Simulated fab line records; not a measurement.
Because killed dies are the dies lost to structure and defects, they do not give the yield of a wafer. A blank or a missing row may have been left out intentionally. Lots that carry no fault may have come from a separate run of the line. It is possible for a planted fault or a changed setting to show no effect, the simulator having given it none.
fab line records -- flow n5_finfet
[record] lots = 10, wafers = 29, last_day = 18
route steps=1938 shown BEOL_M12@1634 BEOL_M13@1661 PASSIVATION@1936
lots that met no fault: from a run of the same line without faults
start_h: hours from the record's first day to the start of the lot's first wafer shown -- wait_h: hours elapsed since this lot's preceding step -- " identical to the entry in the row above -- L1.1+2: a row that stands for several wafers -- - no value, or no start was given -- * or withheld: withheld -- < > ~ a bound
route shown NAME@n: NAME is a module with steps in the file, n the number in the route of the first one -- usual: average and standard deviation across the fault-free wafers -- same: alike in all rows -- chamber/n: place in a boat -- sites: the reading at each site -- _std_site: standard deviation of those values -- _edge_site: outer sites' mean less inner sites' -- radius_mm: for every site, how far away it sits from the centre of the wafer -- mask NAME#n: copy n -- behind: the last tool/chamber to shape the wafer -- hold: reason for holding the lot/hours on hold/outcome of the hold -- device: the transistor (n, p or np) that didn't switch -- end of line: tests of these same wafers at the route's end -- where a step has no rows: the recipe by itself -- killed: count of dies lost to structure and defects at first sort (not the wafer's yield) -- map: per-die view of a wafer (x killed, . not killed, _ where there is no die)
set.NAME: the run value of the setting; set.NAME@STEP: its run value at that earlier step -- model.NAME: the simulator's own value behind a step, which no gauge read
steps of the route over a sample of lots; a table a step, a row a wafer
services: the hour from which a tool's chamber was out of use, counted from the record's first day as start_h (under 0 if before that day), plus the number of hours and why
[[steps]]
[step N5_BEOL_M12_INSPECT_30]
[recipe] mode = adi, inspect_instrument = macro
[usual] raw_defect_count = 2.1/1.5
lot.wafer,tool,chamber,start_h,wait_h,raw_defect_count
L828.1,defect_inspect-01,-,230.03,0.0,0
L828.2,defect_inspect-01,-,230.03,0.0,2
L828.3,defect_inspect-01,-,230.03,0.0,2
L829.1,defect_inspect-01,-,232.80,0.0,3
L829.4,defect_inspect-01,-,232.80,0.0,5
L829.6,defect_inspect-01,-,232.80,0.0,2
L830.3,defect_inspect-02,-,248.70,0.0,3
L830.4,defect_inspect-02,-,248.70,0.0,2
L830.5,defect_inspect-02,-,248.70,0.0,1
L832.2,defect_inspect-01,-,259.18,0.0,3
L832.4,defect_inspect-01,-,259.18,0.0,2
L832.5,defect_inspect-01,-,259.18,0.0,3
L834.2,defect_inspect-02,-,269.01,0.0,2
L834.4,defect_inspect-02,-,269.01,0.0,4
L834.5,defect_inspect-02,-,269.01,0.0,5
L835.2,defect_inspect-01,-,280.87,0.0,3
L835.3,defect_inspect-01,-,280.87,0.0,4
L835.5,defect_inspect-01,-,280.87,0.0,2
L847.2,defect_inspect-01,-,363.19,0.0,4
L847.4,defect_inspect-01,-,363.19,0.0,0
L847.6,defect_inspect-01,-,363.19,0.0,2
L849.1,defect_inspect-01,-,367.09,0.0,3
L849.4,defect_inspect-01,-,367.09,0.0,1
L849.6,defect_inspect-01,-,367.09,0.0,2
L846.3,defect_inspect-01,-,375.46,0.0,2
L846.4,defect_inspect-01,-,375.46,0.0,1
L850.1,defect_inspect-01,-,379.52,0.0,3
L850.4,defect_inspect-01,-,379.52,0.0,3
L850.6,defect_inspect-01,-,379.52,0.0,5
[step N5_BEOL_M12_DESCUM_33]
[recipe] chemistry = O2, time_s = 7.9, source_power_w = 50, bias_power_w = 20, pressure_mtorr = 20, rf_frequency_hz = 2.712e+07, temp_c = 40, o2_flow_sccm = 225
[usual] drypump_motor_current_A = 5.4/0.42, oes_product_au = 0.79/0.064, rf_vpp_V = 243.8/1.4, showerhead_plenum_p_Torr = 2.13/0.063, throttle_valve_pct = 20.44/0.26
[same] time_s = 7.9
lot.wafer,tool,chamber,start_h,wait_h,drypump_motor_current_A,oes_product_au,rf_hours_counter_h,rf_vpp_V,showerhead_plenum_p_Torr,throttle_valve_pct
L828.1,rie_diel-05,0,230.43,0.4,5.4,0.85,73,242.0,2.02,20.48
L828.2,rie_diel-05,3,230.43,0.4,5.1,0.81,101,243.5,2.12,20.63
L828.3,rie_diel-05,1,230.43,0.4,5.6,0.74,156,243.9,2.22,20.24
L829.1,rie_diel-01,1,232.83,0.0,5.7,0.85,48,246.0,2.21,20.67
L829.4,rie_diel-01,3,232.83,0.0,5.7,0.75,140,243.7,2.10,20.77
L829.6,rie_diel-01,2,232.83,0.0,5.2,0.78,-,243.9,2.09,19.96
L830.3,rie_diel-01,3,248.73,0.0,5.7,0.74,146,242.7,2.10,20.78
L830.4,rie_diel-01,1,248.73,0.0,5.7,0.84,-,243.6,2.21,20.66
L830.5,rie_diel-01,2,248.73,0.0,5.2,0.78,-,243.3,2.08,19.98
L832.2,rie_diel-02,2,259.28,0.1,6.4,0.83,79,243.0,2.18,20.24
L832.4,rie_diel-02,0,259.28,0.1,4.9,0.75,178,242.1,2.08,20.42
L832.5,rie_diel-02,3,259.28,0.1,5.2,0.73,-,241.7,2.11,20.60
L834.2,rie_diel-05,2,269.04,0.0,5.2,0.93,19,243.8,2.14,20.11
L834.4,rie_diel-05,0,269.04,0.0,5.4,0.85,-,242.0,2.01,20.50
L834.5,rie_diel-05,2,269.04,0.0,5.2,0.93,-,243.4,2.14,20.11
L835.2,rie_diel-05,1,281.10,0.2,5.6,0.74,174,245.2,2.21,20.28
L835.3,rie_diel-05,2,281.10,0.2,5.2,0.93,22,244.1,2.14,20.11
L835.5,rie_diel-05,0,281.10,0.2,5.4,0.84,-,242.5,2.01,20.51
L847.2,rie_diel-05,1,363.22,0.0,5.6,0.72,199,245.4,2.20,20.31
L847.4,rie_diel-05,3,363.22,0.0,5.1,0.78,143,243.8,2.11,20.68
L847.6,rie_diel-05,2,363.22,0.0,5.2,0.89,-,243.3,2.13,20.14
L849.1,rie_diel-02,3,367.12,0.0,5.2,0.70,192,241.3,2.09,20.65
L849.4,rie_diel-02,0,367.12,0.0,4.9,0.72,215,241.3,2.07,20.47
L849.6,rie_diel-02,2,367.12,0.0,6.3,0.78,-,245.4,2.17,20.29
L846.3,rie_diel-01,1,375.49,0.0,5.7,0.78,95,244.4,2.20,20.73
L846.4,rie_diel-01,2,375.49,0.0,5.2,0.73,159,244.4,2.07,20.03
L850.1,rie_diel-02,0,379.56,0.0,4.9,0.72,220,242.8,2.07,20.49
L850.4,rie_diel-02,3,379.56,0.0,5.2,0.70,196,243.3,2.09,20.65
L850.6,rie_diel-02,2,379.56,0.0,6.4,0.78,-,243.1,2.17,20.30
[step N5_BEOL_M12_ETCH_38]
[recipe] chemistry = CF4/N2, target = SiCN, target_depth_a = 687, taper_deg = 2, time_s = 73.4, ion_energy_ev = 150, mask_material = SiO2, pressure_mtorr = 40, source_w = 430, bias_w = 70, Ar_flow_sccm = 100, cf4_flow_sccm = 60, n2_flow_sccm = 60
[usual] drypump_motor_current_A = 5.4/0.4, oes_product_au = 0.79/0.073, rf_vpp_V = 383.2/1.7, showerhead_plenum_p_Torr = 2.24/0.057, throttle_valve_pct = 15.41/0.25
[same] time_s = 73.4
lot.wafer,tool,chamber,start_h,wait_h,drypump_motor_current_A,oes_product_au,rf_hours_counter_h,rf_vpp_V,showerhead_plenum_p_Torr,throttle_valve_pct
L828.1,rie_diel-05,1,231.21,-,5.6,0.75,156,385.4,2.28,15.09
L828.2,rie_diel-05,0,231.21,-,5.4,0.89,74,381.7,2.14,15.47
L828.3,rie_diel-05,3,231.21,-,5.1,0.82,101,381.2,2.23,15.55
L829.1,rie_diel-01,2,233.69,-,5.2,0.75,107,382.1,2.22,15.11
L829.4,rie_diel-01,3,233.69,-,5.7,0.74,140,382.4,2.22,15.81
L829.6,rie_diel-01,3,233.69,-,5.7,0.73,-,382.2,2.22,15.82
L830.3,rie_diel-02,2,249.52,-,6.3,0.81,76,387.5,2.32,15.38
L830.4,rie_diel-02,0,249.52,-,4.9,0.75,175,383.2,2.20,15.38
L830.5,rie_diel-02,0,249.52,-,4.9,0.75,-,381.6,2.19,15.39
L832.2,rie_diel-02,2,260.02,-,6.4,0.81,79,385.5,2.32,15.38
L832.4,rie_diel-02,1,260.02,-,5.0,0.74,125,385.0,2.32,15.48
L832.5,rie_diel-02,3,260.02,-,5.2,0.76,-,382.2,2.21,15.62
L834.2,rie_diel-05,2,271.29,-,5.1,0.92,20,384.8,2.24,15.02
L834.4,rie_diel-05,0,271.29,-,5.4,0.87,89,380.9,2.13,15.49
L834.5,rie_diel-05,2,271.29,-,5.2,0.92,-,382.0,2.25,15.02
L835.2,rie_diel-02,1,283.50,-,5.0,0.73,133,385.3,2.32,15.49
L835.3,rie_diel-02,2,283.50,-,6.4,0.80,88,382.9,2.31,15.39
L835.5,rie_diel-02,0,283.50,-,4.9,0.73,-,383.1,2.19,15.42
L847.2,rie_diel-05,0,365.08,-,5.4,0.82,118,379.7,2.12,15.56
L847.4,rie_diel-05,3,365.08,-,5.1,0.78,145,381.8,2.21,15.65
L847.6,rie_diel-05,2,365.08,-,5.1,0.86,-,382.8,2.23,15.08
L849.1,rie_diel-05,2,367.88,-,5.2,0.87,50,382.7,2.23,15.09
L849.4,rie_diel-05,1,367.88,-,5.6,0.72,-,385.0,2.27,15.19
L849.6,rie_diel-05,3,367.88,-,5.1,0.78,-,382.6,2.21,15.64
L846.3,rie_diel-05,0,377.26,-,5.4,0.83,120,378.9,2.12,15.56
L846.4,rie_diel-05,1,377.26,-,5.6,0.71,204,383.9,2.27,15.20
L850.1,rie_diel-05,0,388.50,-,5.4,0.83,123,380.9,2.12,15.55
L850.4,rie_diel-05,3,388.50,-,5.1,0.77,152,383.7,2.21,15.64
L850.6,rie_diel-05,3,388.50,-,5.1,0.77,-,383.2,2.21,15.65
[step N5_BEOL_M13_COAT_58]
[recipe] resist = BARC, temp_c = 205, time_s = 60, spin_rpm = 1500, resist_thk_nm = 89
[usual] exhaust_pa = 44.8/0.89, spin_speed_rpm = 1499.8/0.89
[same] time_s = 60
lot.wafer,tool,chamber,start_h,wait_h,exhaust_pa,spin_speed_rpm
L828.1,litho_track-02,0,232.95,0.0,44.6,1500.3
L828.2,litho_track-02,0,232.95,0.0,45.4,1501.3
L828.3,litho_track-02,0,232.95,0.0,46.2,1499.5
L829.1,litho_track-04,0,235.91,0.0,44.7,1501.0
L829.4,litho_track-04,0,235.91,0.0,45.1,1500.7
L829.6,litho_track-04,0,235.91,0.0,45.5,1501.9
L830.3,litho_track-02,0,251.29,0.0,46.4,1499.9
L830.4,litho_track-02,0,251.29,0.0,45.5,1498.7
L830.5,litho_track-02,0,251.29,0.0,46.2,1499.0
L832.2,litho_track-02,0,261.91,0.0,45.1,1499.6
L832.4,litho_track-02,0,261.91,0.0,44.4,1500.6
L832.5,litho_track-02,0,261.91,0.0,45.7,1501.0
L834.2,litho_track-02,0,273.10,0.0,44.6,1557.4
L834.4,litho_track-02,0,273.10,0.0,44.7,1560.2
L834.5,litho_track-02,0,273.10,0.0,45.6,1559.8
L835.2,litho_track-02,0,285.72,0.0,44.9,1559.8
L835.3,litho_track-02,0,285.72,0.0,45.8,1559.8
L835.5,litho_track-02,0,285.72,0.0,45.3,1561.1
L847.2,litho_track-01,0,367.38,0.0,45.9,1500.9
L847.4,litho_track-01,0,367.38,0.0,45.3,1498.2
L847.6,litho_track-01,0,367.38,0.0,45.2,1500.8
L849.1,litho_track-01,0,369.94,0.0,44.5,1500.7
L849.4,litho_track-01,0,369.94,0.0,43.7,1499.0
L849.6,litho_track-01,0,369.94,0.0,46.3,1500.0
L846.3,litho_track-04,0,379.14,0.0,44.6,1498.8
L846.4,litho_track-04,0,379.14,0.0,44.8,1501.0
L850.1,litho_track-02,0,390.66,0.0,44.6,1500.6
L850.4,litho_track-02,0,390.66,0.0,43.8,1499.5
L850.6,litho_track-02,0,390.66,0.0,44.0,1499.4
[step N5_BEOL_M13_STRIP_64]
[recipe] chemistry = N2/H2, power_w = 1000, temp_c = 250, h2_frac = 0.65, overash_fraction = 0.3, pressure_mtorr = withheld, n2_flow_sccm = 1750, h2_flow_sccm = 3250
[usual] drypump_motor_current_A = 5.59/0.3, heater_power_w = 356/10, oes_product_au = 0.715/0.0042, strip_time_to_endpoint_s = 31.30/0.069
lot.wafer,tool,chamber,start_h,wait_h,drypump_motor_current_A,heater_power_w,oes_product_au,rf_hours_counter_h,strip_time_to_endpoint_s
L828.1,plasma_asher-02,1,233.69,0.0,6.13,359,0.708,68,31.25
L828.2,plasma_asher-02,0,233.69,0.0,5.75,336,0.714,68,31.24
L828.3,plasma_asher-02,0,233.69,0.0,5.73,335,0.717,-,31.33
L829.1,plasma_asher-01,1,237.09,0.0,5.45,369,0.712,110,31.34
L829.4,plasma_asher-01,1,237.09,0.0,5.46,361,0.709,-,31.27
L829.6,plasma_asher-01,0,237.09,0.0,5.29,366,0.716,-,31.25
L830.3,plasma_asher-02,0,252.19,0.0,5.72,348,0.718,-,31.27
L830.4,plasma_asher-02,1,252.19,0.0,6.10,346,0.716,-,31.30
L830.5,plasma_asher-02,1,252.19,0.0,6.12,352,0.718,-,31.27
L832.2,plasma_asher-01,1,262.65,0.0,5.45,358,0.716,117,31.36
L832.4,plasma_asher-01,1,262.65,0.0,5.43,362,0.715,-,31.29
L832.5,plasma_asher-01,0,262.65,0.0,5.31,366,0.715,-,31.41
L834.2,plasma_asher-01,1,273.84,0.0,5.45,352,0.714,119,30.74
L834.4,plasma_asher-01,0,273.84,0.0,5.30,361,0.719,-,30.77
L834.5,plasma_asher-01,0,273.84,0.0,5.29,364,0.713,-,30.75
L835.2,plasma_asher-01,1,286.74,0.0,5.47,361,0.721,121,30.82
L835.3,plasma_asher-01,1,286.74,0.0,5.46,370,0.713,-,30.84
L835.5,plasma_asher-01,1,286.74,0.0,5.48,359,0.717,-,30.90
L847.2,plasma_asher-02,1,368.41,0.0,6.15,352,0.708,95,31.43
L847.4,plasma_asher-02,1,368.41,0.0,6.16,362,0.713,-,31.37
L847.6,plasma_asher-02,1,368.41,0.0,6.13,355,0.721,-,31.22
L849.1,plasma_asher-01,1,370.81,0.0,5.46,361,0.712,137,31.33
L849.4,plasma_asher-01,0,370.81,0.0,5.30,369,0.713,-,31.32
L849.6,plasma_asher-01,1,370.81,0.0,5.48,352,0.710,-,31.25
L846.3,plasma_asher-02,1,380.03,0.0,6.13,356,0.720,-,31.28
L846.4,plasma_asher-02,0,380.03,0.0,5.74,342,0.713,-,31.23
L850.1,plasma_asher-02,1,391.40,0.0,6.14,352,0.712,99,31.25
L850.4,plasma_asher-02,1,391.40,0.0,6.13,357,0.723,-,31.22
L850.6,plasma_asher-02,1,391.40,0.0,6.13,354,0.708,-,31.31
[step N5_PASSIVATION_PROBE_49]
[usual] defect_limited_yield = 90.9/1.6, killed_at_M0_to_M3 = 34/10, killed_at_M4_up = 13/5.4, killed_at_contacts = 13/6, killed_at_front_end = 42/13, killed_at_other = 4/3.2, killed_dies = 107/18, killed_open = 69/14, killed_short = 35/7.7, sort_bin_5_function = 5.3/1, sort_bin_6_memory = 3.3/0.75, sort_bin_8_speed = 0.00/0.015, sort_n_pass = 1073/19, sort_yield_pct = 90.9/1.6
[same] gross_dies = 1180, killed_at_back_side = 0, sort_bin_4_leakage[%] = 0
lot.wafer,tool,chamber,start_h,wait_h,defect_limited_yield[%],killed_at_M0_to_M3,killed_at_M4_up,killed_at_contacts,killed_at_front_end,killed_at_other,killed_dies,killed_open,killed_short,sort_bin_5_function[%],sort_bin_6_memory[%],sort_bin_8_speed[%],sort_n_pass,sort_yield_pct[%]
L828.1,prober-02,-,265.70,0.0,92.1,25,26,9,33,0,93,61,28,4.9,2.8,0,1087,92.1
L828.2,prober-02,-,265.75,0.1,92.0,23,10,17,43,1,94,54,39,4.1,3.2,0,1086,92.0
L828.3,prober-02,-,265.80,0.1,91.2,29,18,25,30,2,104,67,33,5.5,3.0,0,1076,91.2
L834.2,prober-01,-,304.92,0.1,93.0,25,7,22,26,3,83,59,24,4.4,2.6,0,1097,93.0
L834.4,prober-01,-,305.02,0.2,91.9,28,11,17,38,1,95,66,28,5.0,2.3,0,1085,91.9
L834.5,prober-01,-,305.07,0.2,94.0,27,6,10,25,3,71,50,20,3.7,2.2,0,1109,94.0
L835.5,prober-02,-,315.78,0.2,90.8,29,7,15,55,3,109,77,30,6.1,3.0,0,1071,90.8
// killed by level:class
L828.1 STI_FIN_REVEAL:geometric_particle:open=10 FIN_SAQP:geometric_particle:open=7 MOL_CONTACT_COAG:geometric_particle:open=7 BEOL_M4:geometric_particle:open=7 FIN_SAQP:geometric_particle:short=6 BEOL_M0_SAQP:geometric_particle:open=6 BEOL_M0_SAQP:geometric_particle:short=6 BEOL_M1:geometric_particle:open=6
L828.2 MOL_CONTACT_COAG:geometric_particle:open=12 FIN_SAQP:geometric_particle:short=11 STI_FIN_REVEAL:geometric_particle:open=8 FIN_SAQP:geometric_particle:open=7 MOL_CONTACT_COAG:geometric_particle:short=5 BEOL_M0_SAQP:geometric_particle:open=5 BEOL_M0_SAQP:geometric_particle:short=5 BEOL_M5:geometric_particle:open=4
L828.3 MOL_CONTACT_COAG:geometric_particle:open=21 BEOL_M0_SAQP:geometric_particle:short=9 STI_FIN_REVEAL:geometric_particle:open=7 BEOL_M4:geometric_particle:open=7 BEOL_M1:geometric_particle:open=7 FIN_SAQP:geometric_particle:open=5 FIN_SAQP:geometric_particle:short=5 MOL_CONTACT_COAG:geometric_particle:short=4
L834.2 MOL_CONTACT_COAG:geometric_particle:open=18 STI_FIN_REVEAL:geometric_particle:open=9 BEOL_M0:geometric_particle:open=6 GATE_CUT:geometric_particle:short=5 BEOL_M0_SAQP:geometric_particle:short=5 MOL_CONTACT_COAG:geometric_particle:short=4 BEOL_M1:geometric_particle:open=4 BEOL_M3:geometric_particle:open=4
L834.4 MOL_CONTACT_COAG:geometric_particle:open=16 FIN_SAQP:geometric_particle:short=11 BEOL_M1:geometric_particle:open=10 FIN_SAQP:geometric_particle:open=8 BEOL_M4:geometric_particle:open=7 BEOL_M0_SAQP:geometric_particle:open=6 STI_FIN_REVEAL:geometric_particle:open=4 DUMMY_GATE:geometric_particle:open=4
L834.5 MOL_CONTACT_COAG:geometric_particle:open=8 STI_FIN_REVEAL:geometric_particle:open=7 BEOL_M2:geometric_particle:open=6 GATE_CUT:geometric_particle:short=4 BEOL_M0_SAQP:geometric_particle:open=4 BEOL_M0_SAQP:geometric_particle:short=4 BEOL_M1:geometric_particle:open=4 BEOL_M3:geometric_particle:open=4
L835.5 FIN_SAQP:geometric_particle:open=15 STI_FIN_REVEAL:geometric_particle:open=12 MOL_CONTACT_COAG:geometric_particle:open=11 FIN_SAQP:geometric_particle:short=9 BEOL_M2:geometric_particle:open=8 DUMMY_GATE:geometric_particle:open=6 BEOL_M1:geometric_particle:open=6 MOL_CONTACT_COAG:geometric_particle:short=4
[[services]]
tool,chamber,start_h,hours,kind
plasma_asher-02,-,234.31,14.6,pm
plasma_asher-01,-,262.98,1.9,repair
rie_diel-05,3,264.39,4.8,repair
rie_diel-05,-,272.79,2.8,pm
rie_diel-01,1,293.56,7.0,repair
rie_diel-05,0,301.41,5.1,repair
plasma_asher-02,-,307.67,2.7,repair
litho_track-04,-,321.72,-,consumable_replace:filter
rie_diel-02,2,322.94,2.0,repair
plasma_asher-01,-,333.79,1.1,repair
plasma_asher-01,-,337.09,4.3,pm
plasma_asher-02,-,352.86,2.5,repair
rie_diel-05,0,366.04,5.1,repair
rie_diel-01,-,373.38,0.9,repair
plasma_asher-02,-,374.27,4.3,pm
[[key]]
[first_sign] step = N5_BEOL_M13_COAT_58, reading = spin_speed_rpm, direction = up, sigmas = 67, usual = *, struck = *
[effect] step = N5_BEOL_M13_STRIP_64, reading = strip_time_to_endpoint_s, direction = down, sigmas = 7.2, usual = *, struck = *
met_at N5_BEOL_M13_COAT_58
struck_lots L834,L835
not_acting_at N5_BEOL_M12_INSPECT_30,N5_BEOL_M12_DESCUM_33,N5_BEOL_M12_ETCH_38
onset_between 261.91 273.10
[fault] kind = process_parameter_drift, tool = litho_track-02, chamber = -, onset_h = 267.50, steps = N5_BEOL_M13_COAT_58, channel = spin_rpm, offset = *, shape = step, end_h = 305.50, acts_in = *, stated = *
